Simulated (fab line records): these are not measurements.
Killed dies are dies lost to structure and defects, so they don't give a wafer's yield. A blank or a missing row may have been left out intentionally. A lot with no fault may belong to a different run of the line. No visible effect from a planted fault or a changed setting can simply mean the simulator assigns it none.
fab line records -- flow n5-finfet -- part 1 of 2: steps 1 to 17 of 18
record lots=7, wafers=21, last-day=18
route steps=1938 shown STI_FIN_REVEAL@203 DUMMY_GATE@212 BEOL_M4@1111 PASSIVATION@1936
lots that met no fault: from a run of the same line without faults
start-h: hours from the record's opening day to when the first of the lot's shown wafers began -- wait-h: time in hours since the lot's previous step -- " as in the row above -- L1.1+2: one row covering several wafers at once -- - either no value or no given start -- * or withheld: withheld -- < > ~ a bound
route shown NAME@n: names a module that has steps shown in the file, with the first one's number in the route -- usual: average and standard deviation across the fault-free wafers -- same: alike in all rows -- chamber/n: place in a boat -- sites: each site's reading -- _std_site: the values' standard deviation -- _edge_site: inner sites' mean taken away from outer sites' mean -- radius-mm: how far each site lies from the wafer's centre -- mask NAME#n: copy n -- behind: the tool/chamber that last shaped the wafer -- hold: why the lot was held/for how many hours/how that ended -- device: which transistor (n, p or np) failed to switch -- end of line: at the end of the route, the tests of the same wafers -- for a step that has no rows: nothing shown but its recipe -- killed: not the wafer's yield, but the dies lost to structure and defects at the first sort -- map: per-die view of a wafer (x killed, . not killed, _ where there is no die)
set.NAME: the run value of the setting; set.NAME@STEP: its run value at that earlier step -- model.NAME: the simulator's own value behind a step, which no gauge read
a table for each step, a row for each wafer; lots at some steps of the route
services: the hour from which a tool's chamber was out of use, counted from the record's first day as start-h (under 0 if before that day), plus the number of hours and why
## steps
# step N5_STI_FIN_REVEAL_SRD_21
# recipe dry=ipa-marangoni, time-s=30, temp-c=23, rinse-liquid=diw
# step N5_STI_FIN_REVEAL_OXIDATION_33
# recipe chemistry=O2_PLASMA_REMOTE, temp-c=150, time-s=20, pressure-mtorr=1000, source-power-w=2000, o2-flow-sccm=3000
# usual drypump-motor-current-A=5.95/0.12, heater-power-w=132/15, rf-fwd-power-W=1971/9.1
lot.wafer,tool,chamber,start-h,wait-h,drypump-motor-current-A,heater-power-w,rf-fwd-power-W,rf-hours-counter-h
L423.3,plasma-asher-01,1,66.22,0.0,5.91,142,1964,-
L423.5,plasma-asher-01,1,66.22,0.0,5.92,141,1958,-
L423.6,plasma-asher-01,0,66.22,0.0,6.09,148,1971,-
L428.1,plasma-asher-01,0,96.32,0.0,6.08,147,1964,93
L428.2,plasma-asher-01,1,96.32,0.0,5.92,139,1957,93
L428.4,plasma-asher-01,1,96.32,0.0,5.90,144,1952,-
L432.1,plasma-asher-02,0,126.98,0.0,6.05,109,1981,44
L432.3,plasma-asher-02,0,126.98,0.0,6.05,109,1978,-
L432.4,plasma-asher-02,1,126.98,0.0,5.78,123,1968,-
L433.1,plasma-asher-01,1,127.41,0.0,5.86,141,1968,100
L433.2,plasma-asher-01,0,127.41,0.0,6.09,144,1973,100
L433.3,plasma-asher-01,1,127.41,0.0,5.88,141,1954,-
L434.2,plasma-asher-02,0,135.00,0.0,6.02,107,1983,46
L434.4,plasma-asher-02,1,135.00,0.0,5.78,122,1972,-
L434.6,plasma-asher-02,1,135.00,0.0,5.78,120,1976,-
L435.4,plasma-asher-01,1,140.38,0.0,5.91,140,1976,-
L435.5,plasma-asher-01,0,140.38,0.0,6.09,149,1971,-
L435.6,plasma-asher-01,1,140.38,0.0,5.94,143,1978,-
L440.1,plasma-asher-01,0,172.66,0.0,6.07,146,1971,110
L440.3,plasma-asher-01,0,172.66,0.0,6.07,147,1961,-
L440.5,plasma-asher-01,0,172.66,0.0,6.06,150,1965,-
# step N5_STI_FIN_REVEAL_CLEAN_19
# recipe chemistry=O3/DIW, temp-c=25, time-s=120, o3-ppm=10
# step N5_STI_FIN_REVEAL_SRD_23
# recipe dry=ipa-marangoni, time-s=30, temp-c=23, rinse-liquid=diw
# step N5_STI_FIN_REVEAL_CD_MEAS_22
# recipe target-cd-nm=6.238, pitch-nm=28, polarity=line
# usual cd-nm=6.31/0.27
lot.wafer,tool,chamber,start-h,wait-h,cd-nm
L423.3,cd-sem-03,-,66.37,0.0,6.58
L423.5,cd-sem-03,-,66.37,0.0,6.29
L423.6,cd-sem-03,-,66.37,0.0,6.21
L428.1,cd-sem-02,-,96.48,0.0,6.60
L428.2,cd-sem-02,-,96.48,0.0,6.36
L428.4,cd-sem-02,-,96.48,0.0,6.25
L432.1,cd-sem-01,-,127.16,0.0,6.84
L432.3,cd-sem-01,-,127.16,0.0,6.49
L432.4,cd-sem-01,-,127.16,0.0,6.50
L433.1,cd-sem-01,-,127.57,0.0,6.39
L433.2,cd-sem-01,-,127.57,0.0,5.97
L433.3,cd-sem-01,-,127.57,0.0,6.34
L434.2,cd-sem-01,-,135.17,0.0,6.42
L434.4,cd-sem-01,-,135.17,0.0,6.40
L434.6,cd-sem-01,-,135.17,0.0,5.85
L435.4,cd-sem-01,-,140.53,0.0,6.50
L435.5,cd-sem-01,-,140.53,0.0,6.62
L435.6,cd-sem-01,-,140.53,0.0,6.64
L440.1,cd-sem-02,-,172.82,0.0,5.99
L440.3,cd-sem-02,-,172.82,0.0,6.47
L440.5,cd-sem-02,-,172.82,0.0,6.35
# step N5_STI_FIN_REVEAL_FIN_H_MEAS_10
# usual trench-depth-nm=51.8/0.69
lot.wafer,tool,chamber,start-h,wait-h,trench-depth-nm
L423.3,ocd-02,-,66.40,0.0,52.0
L423.5,ocd-02,-,66.40,0.0,52.5
L423.6,ocd-02,-,66.40,0.0,53.0
L428.1,ocd-02,-,96.51,0.0,51.4
L428.2,ocd-02,-,96.51,0.0,51.5
L428.4,ocd-02,-,96.51,0.0,51.7
L432.1,ocd-02,-,127.19,0.0,51.6
L432.3,ocd-02,-,127.19,0.0,52.5
L432.4,ocd-02,-,127.19,0.0,51.5
L433.1,ocd-02,-,127.60,0.0,51.3
L433.2,ocd-02,-,127.60,0.0,51.2
L433.3,ocd-02,-,127.60,0.0,51.3
L434.2,ocd-02,-,135.20,0.0,51.3
L434.4,ocd-02,-,135.20,0.0,53.1
L434.6,ocd-02,-,135.20,0.0,51.1
L435.4,ocd-02,-,140.56,0.0,52.3
L435.5,ocd-02,-,140.56,0.0,51.4
L435.6,ocd-02,-,140.56,0.0,51.0
L440.1,ocd-02,-,172.85,0.0,52.1
L440.3,ocd-02,-,172.85,0.0,52.3
L440.5,ocd-02,-,172.85,0.0,52.2
# step N5_STI_FIN_REVEAL_PRECLEAN_18
# recipe chemistry=SC2, time-s=45, temp-c=35, mix=1:1:50
# step N5_STI_FIN_REVEAL_SRD_28
# recipe dry=ipa-marangoni, time-s=30, temp-c=23, rinse-liquid=diw
# step N5_STI_FIN_REVEAL_INSPECT_13
# recipe inspect-instrument=darkfield, mode=post-clean
# usual raw-defect-count=13/5.2
lot.wafer,tool,chamber,start-h,wait-h,raw-defect-count
L423.3,defect-inspect-01,-,66.48,0.0,9
L423.5,defect-inspect-01,-,66.48,0.0,12
L423.6,defect-inspect-01,-,66.48,0.0,10
L428.1,defect-inspect-01,-,96.60,0.0,23
L428.2,defect-inspect-01,-,96.60,0.0,11
L428.4,defect-inspect-01,-,96.60,0.0,14
L432.1,defect-inspect-01,-,127.28,0.0,13
L432.3,defect-inspect-01,-,127.28,0.0,19
L432.4,defect-inspect-01,-,127.28,0.0,18
L433.1,defect-inspect-02,-,127.69,0.0,10
L433.2,defect-inspect-02,-,127.69,0.0,13
L433.3,defect-inspect-02,-,127.69,0.0,10
L434.2,defect-inspect-01,-,135.29,0.0,4
L434.4,defect-inspect-01,-,135.29,0.0,6
L434.6,defect-inspect-01,-,135.29,0.0,12
L435.4,defect-inspect-01,-,140.65,0.0,3
L435.5,defect-inspect-01,-,140.65,0.0,9
L435.6,defect-inspect-01,-,140.65,0.0,11
L440.1,defect-inspect-02,-,172.94,0.0,7
L440.3,defect-inspect-02,-,172.94,0.0,15
L440.5,defect-inspect-02,-,172.94,0.0,14
# step N5_DUMMY_GATE_PRECLEAN_00
# recipe chemistry=O3/DIW, time-s=60, temp-c=22, o3-ppm=10
# step N5_DUMMY_GATE_SRD_01
# recipe time-s=30, temp-c=23, rinse-liquid=diw, dry=ipa-marangoni
# step N5_DUMMY_GATE_ALD_02
# recipe material=SiO2, target-thk-a=20, temp-c=300, ald-precursor-family=BDEAS, ald-co-reactant=O2-plasma, pulse-time-s=1, pressure-torr=2
# usual heater-power-w=477/44, precursor-pulse-height-rel=1.003/0.02
lot.wafer,tool,chamber,start-h,wait-h,heater-power-w,precursor-pulse-height-rel,since-wet-clean-h
L423.3,ald-sin-02,3,67.07,0.5,413,1.007,164
L423.5,ald-sin-02,1,67.07,0.5,472,0.971,-
L423.6,ald-sin-02,0,67.07,0.5,486,0.962,-
L428.1,ald-sin-02,2,96.70,0.0,435,1.050,194
L428.2,ald-sin-02,0,96.70,0.0,487,1.003,194
L428.4,ald-sin-02,1,96.70,0.0,477,1.009,194
L432.1,ald-sin-02,2,127.37,0.0,436,1.000,224
L432.3,ald-sin-02,0,127.37,0.0,486,1.002,224
L432.4,ald-sin-02,1,127.37,0.0,468,1.027,224
L433.1,ald-sin-02,2,127.79,0.0,440,0.994,225
L433.2,ald-sin-02,0,127.79,0.0,495,1.012,225
L433.3,ald-sin-02,1,127.79,0.0,477,0.999,225
L434.2,ald-sin-04,1,135.77,0.4,503,1.022,35
L434.4,ald-sin-04,3,135.77,0.4,526,1.000,-
L434.6,ald-sin-04,1,135.77,0.4,489,0.994,-
L435.4,ald-sin-02,3,140.74,0.0,419,1.001,238
L435.5,ald-sin-02,1,140.74,0.0,474,1.013,-
L435.6,ald-sin-02,2,140.74,0.0,444,1.038,-
L440.1,ald-sin-01,1,173.04,0.0,427,1.004,165
L440.3,ald-sin-01,0,173.04,0.0,537,1.010,165
L440.5,ald-sin-01,3,173.04,0.0,503,0.975,-
# step N5_DUMMY_GATE_CVD_03
# recipe material=a-Si, target-thk-a=1500, temp-c=530, precursor=SiH4, time-s=8042
# usual spike-tc-lower-C=530.4/0.82, spike-tc-top-C=555/3
lot.wafer,tool,chamber,start-h,wait-h,spike-tc-lower-C,spike-tc-top-C,model.a-Si_of_DUMMY_GATE_CVD_03.thk-nm
L423.3,lpcvd-02,0/50,67.17,0.1,528.6,553,153
L423.5,lpcvd-02,0/59,67.17,0.1,528.6,553,152
L423.6,lpcvd-02,0/64,67.17,0.1,528.6,553,152.4
L428.1,lpcvd-01,0/90,99.05,2.3,530.3,552,152.8
L428.2,lpcvd-01,0/95,99.05,2.3,530.3,552,154.2
L428.4,lpcvd-01,0/104,99.05,2.3,530.3,552,154
L432.1,lpcvd-01,1/40,127.47,0.1,531.4,555,97
L432.3,lpcvd-01,1/50,127.47,0.1,531.4,555,95.6
L432.4,lpcvd-01,1/54,127.47,0.1,531.4,555,95.4
L433.1,lpcvd-02,1/40,127.89,0.1,530.4,564,147
L433.2,lpcvd-02,1/45,127.89,0.1,530.4,564,148
L433.3,lpcvd-02,1/50,127.89,0.1,530.4,564,147.2
L434.2,lpcvd-01,0/45,135.88,0.1,530.2,552,97
L434.4,lpcvd-01,0/54,135.88,0.1,530.2,552,96.8
L434.6,lpcvd-01,0/64,135.88,0.1,530.2,552,96.6
L435.4,lpcvd-01,1/104,140.84,0.1,530.8,555,98.6
L435.5,lpcvd-01,1/109,140.84,0.1,530.8,555,98
L435.6,lpcvd-01,1/114,140.84,0.1,530.8,555,98.2
L440.1,lpcvd-02,0/40,173.14,0.1,529.5,553,150.8
L440.3,lpcvd-02,0/50,173.14,0.1,529.5,553,150
L440.5,lpcvd-02,0/59,173.14,0.1,529.5,553,149.2
# step N5_DUMMY_GATE_PRECLEAN_46
# recipe chemistry=DIW, time-s=89.5, temp-c=23
# step N5_DUMMY_GATE_SRD_47
# recipe dry-time-s=32, dry=n2-spin, spin-rpm=1500
# step N5_DUMMY_GATE_CMP_04
# recipe material=a-Si, post-cmp-clean=alkaline-brush
# usual motor-current-A=9.7/1.4, time-to-endpoint-s=15.0/2.2
lot.wafer,tool,chamber,start-h,wait-h,motor-current-A,time-to-endpoint-s
L423.3,cmp-04,0,70.94,0.1,7.5,17.0
L423.6,cmp-04,3,70.94,0.1,9.1,13.2
L423.5,cmp-04,0,70.94,0.1,7.6,14.1
L428.4,cmp-03,1,102.82,0.0,8.7,16.7
L428.2,cmp-03,2,102.82,0.0,8.7,14.8
L428.1,cmp-03,3,102.82,0.0,10.2,16.2
L432.1,cmp-04,0,131.22,0.0,8.0,7.5
L432.4,cmp-04,2,131.22,0.0,8.6,6.3
L432.3,cmp-04,3,131.22,0.0,9.6,6.9
L433.1,cmp-01,1,131.75,0.2,10.5,14.0
L433.3,cmp-01,2,131.75,0.2,10.3,16.7
L433.2,cmp-01,3,131.75,0.2,9.7,12.3
L434.2,cmp-04,0,139.64,0.1,7.7,8.0
L434.4,cmp-04,1,139.64,0.1,10.8,7.4
L434.6,cmp-04,3,139.64,0.1,9.4,8.5
L435.4,cmp-01,1,144.67,0.1,10.1,8.2
L435.5,cmp-01,2,144.67,0.1,10.5,6.5
L435.6,cmp-01,3,144.67,0.1,10.1,7.9
L440.3,cmp-04,1,176.93,0.1,10.9,16.7
L440.1,cmp-04,2,176.93,0.1,8.9,15.0
L440.5,cmp-04,1,176.93,0.1,10.4,14.3
# step N5_BEOL_M4_RC_MEAS_101
# usual DIBL_N=36.3/2, DIBL_P=36.3/2.4, IOFF_N=0.16/0.034, IOFF_P=0.21/0.035, ION_N=672/12, ION_P=459/6.5, SS_N=71.6/0.67, SS_P=73.3/0.71, VT_N=250/3.5, VT_P=-251/3
lot.wafer,tool,chamber,start-h,wait-h,DIBL_N[mV/V],DIBL_P[mV/V],IOFF_N[nA/um],IOFF_P[nA/um],ION_N[uA/um],ION_P[uA/um],SS_N[mV/dec],SS_P[mV/dec],VT_N[mV],VT_P[mV]
L423.3,prober-02,0,197.49,0.3,34.1,32.5,0.12,0.14,653,445,71.0,73.4,254,-256
L423.5,prober-02,0,197.49,0.3,35.1,33.9,0.13,0.16,660,450,70.7,73.1,254,-256
L423.6,prober-02,0,197.49,0.3,36.3,35.6,0.15,0.18,668,451,72.3,73.4,251,-254
L428.1,prober-02,0,261.12,0.0,36.8,37.9,0.16,0.23,665,462,71.9,73.1,254,-246
L428.2,prober-02,0,261.12,0.0,36.4,36.9,0.15,0.20,659,451,71.3,73.2,254,-251
L428.4,prober-02,0,261.12,0.0,36.8,37.4,0.17,0.22,671,465,71.1,74.2,249,-248
L433.1,prober-01,0,286.38,0.0,35.8,36.9,0.16,0.23,665,459,71.2,72.6,248,-249
L433.2,prober-01,0,286.38,0.0,35.9,35.9,0.16,0.22,663,457,72.1,73.2,247,-246
L433.3,prober-01,0,286.38,0.0,37.4,37.9,0.19,0.26,681,467,72.0,73.2,247,-247
L440.1,prober-02,0,313.61,0.0,36.3,35.7,0.15,0.19,676,459,71.8,73.6,250,-250
L440.3,prober-02,0,313.61,0.0,37.1,37.6,0.19,0.22,690,469,71.8,74.6,248,-247
L440.5,prober-02,0,313.61,0.0,37.9,38.6,0.20,0.23,691,467,72.2,74.5,247,-248
## key
first-sign step=N5_DUMMY_GATE_CMP_04, reading=time-to-endpoint-s, direction=down, sigmas=3.4, usual=*, struck=*
effect step=N5_PASSIVATION_PROBE_49, reading=sort_bin_5_function, direction=up, sigmas=96, usual=5.1, struck=96.2
model-effect step=N5_DUMMY_GATE_CVD_03, value=a-Si_of_DUMMY_GATE_CVD_03.thk-nm, without=151.5, struck=97.02
more-kills-born-at N5_DUMMY_GATE_CVD_03@lpcvd-01=9660
met-at N5_DUMMY_GATE_CVD_03
struck-wafers L432.1,L432.3,L432.4,L434.2,L434.4,L434.6,L435.4,L435.5,L435.6
later-rows-left-out L432.1,L432.3,L432.4,L434.2,L434.4,L434.6,L435.4,L435.5,L435.6
onset-between 99.05 127.47
fault kind=process-parameter-drift, tool=lpcvd-01, chamber=-, onset-h=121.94, steps=N5_DUMMY_GATE_CVD_03, channel=time-s, offset=*, shape=step, end-h=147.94, acts-in=*, stated=*
# later-rows-left-out: the simulator's readings of these wafers behind a module that went badly wrong aren't trusted and aren't shown, but for the sort
